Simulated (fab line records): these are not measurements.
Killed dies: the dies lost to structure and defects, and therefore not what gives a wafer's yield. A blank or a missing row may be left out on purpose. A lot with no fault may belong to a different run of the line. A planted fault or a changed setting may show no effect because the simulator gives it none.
Lot-split experiment ; flow n5-finfet ; 21 wafers read across 7 lots, on a route 1938 steps long

SPLIT DETAILS
At N5_PASSIVATION_EXPOSE_41 (exposes mask PASS OPEN, defocus 0 nm, target cd 40000 nm), the setting dose-mj was moved away from the recipe's 57.25 on 8 of the 21 wafers read, by +3.8% to +5.7%. All remaining wafers had this setting at the recipe value.

FROM THE SPLIT TO THE READING: what the file shows between them, 3 steps
- N5_PASSIVATION_PEB_42
- N5_PASSIVATION_DEVELOP_43: develop time 60 s
- N5_PASSIVATION_HARDBAKE_45: time 120 s

THE READING
cd-nm at N5_PASSIVATION_CD_MEAS_44, given in nm (cd target 40000 nm). Fault-free wafers of this fab line usually give 39999 nm, standard deviation 3.7 nm.

wafer;tool, chamber at the split;dose-mj as run;against the recipe;cd-nm, nm;against lot-mates on the recipe
L076.1;krf-scanner-01, 0;57.25;recipe;40000;-
L076.3;krf-scanner-01, 0;57.25;recipe;39998;-
L076.6;krf-scanner-01, 0;57.25;recipe;39997;-
L077.1;krf-scanner-01, 0;57.25;recipe;39998;-
L077.2;krf-scanner-01, 0;57.25;recipe;39993;-
L077.6;krf-scanner-01, 0;57.25;recipe;40000;-
L081.1;krf-scanner-02, 0;57.25;recipe;39999;-
L081.2;krf-scanner-02, 0;57.25;recipe;40002;-
L081.3;krf-scanner-02, 0;57.25;recipe;40006;-
L084.2;krf-scanner-02, 0;57.25;recipe;40000;-
L084.4;krf-scanner-02, 0;60.32;+5.4%;40015;+15
L084.6;krf-scanner-02, 0;60.32;+5.4%;40018;+18
L085.1;krf-scanner-01, 0;57.25;recipe;39998;-
L085.2;krf-scanner-01, 0;60.5;+5.7%;40022;+24
L085.5;krf-scanner-01, 0;60.5;+5.7%;40024;+26
L088.1;krf-scanner-02, 0;59.41;+3.8%;40015;+12
L088.5;krf-scanner-02, 0;59.41;+3.8%;40009;+6
L088.6;krf-scanner-02, 0;57.25;recipe;40003;-
L094.1;krf-scanner-02, 0;59.61;+4.1%;40018;+21
L094.3;krf-scanner-02, 0;57.25;recipe;39997;-
L094.6;krf-scanner-02, 0;59.61;+4.1%;40017;+20

THE FIT
A straight line over all 21 wafers: cd-nm changes by +3.79 nm for each +1% of dose-mj; r = +0.95; the points scatter about the line by 3.2 nm.
The same after taking each lot's own level away (the mean of its wafers on the recipe; 21 wafers): +3.8 nm for each +1%; r = +0.94; scatter 3.5 nm.
According to that fit, moving dose-mj by its largest amount changes the reading by 22 nm.
Measured against the standard deviation above, the lots' own levels, which go from 39997.0 to 40003.0 nm, span 1.6 times it.
Consequently the slope shifts little with the lot-to-lot level, the two slopes agreeing.
Check: for one of the wafers moved furthest among these (+5.7%), held out of the fit, the line's prediction against its lot-mates is +21 nm. Against them it came out at +24 nm.

THE OTHER SPLITS THESE WAFERS WENT THROUGH
Other splits were also applied to these wafers ahead of the reading. Each is held against what the fit with the lots' levels taken away leaves over:
other split on the same wafers;wafers away from the commonest value;r with cd-nm (lot level and that fit taken away)
N5_BEOL_M13_COAT_04 spin-rpm;7;-0.27
N5_BEOL_M13_DEP_53 time-s;10;-0.11
N5_MIM_BOT_SPUTTER_00 time-s;7;+0.19
N5_PASSIVATION_PECVD_01 time-s;9;-0.44

THE FILE'S OWN FIT
cd-nm changes by +3.78 nm for each +1% of dose-mj, r = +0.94.
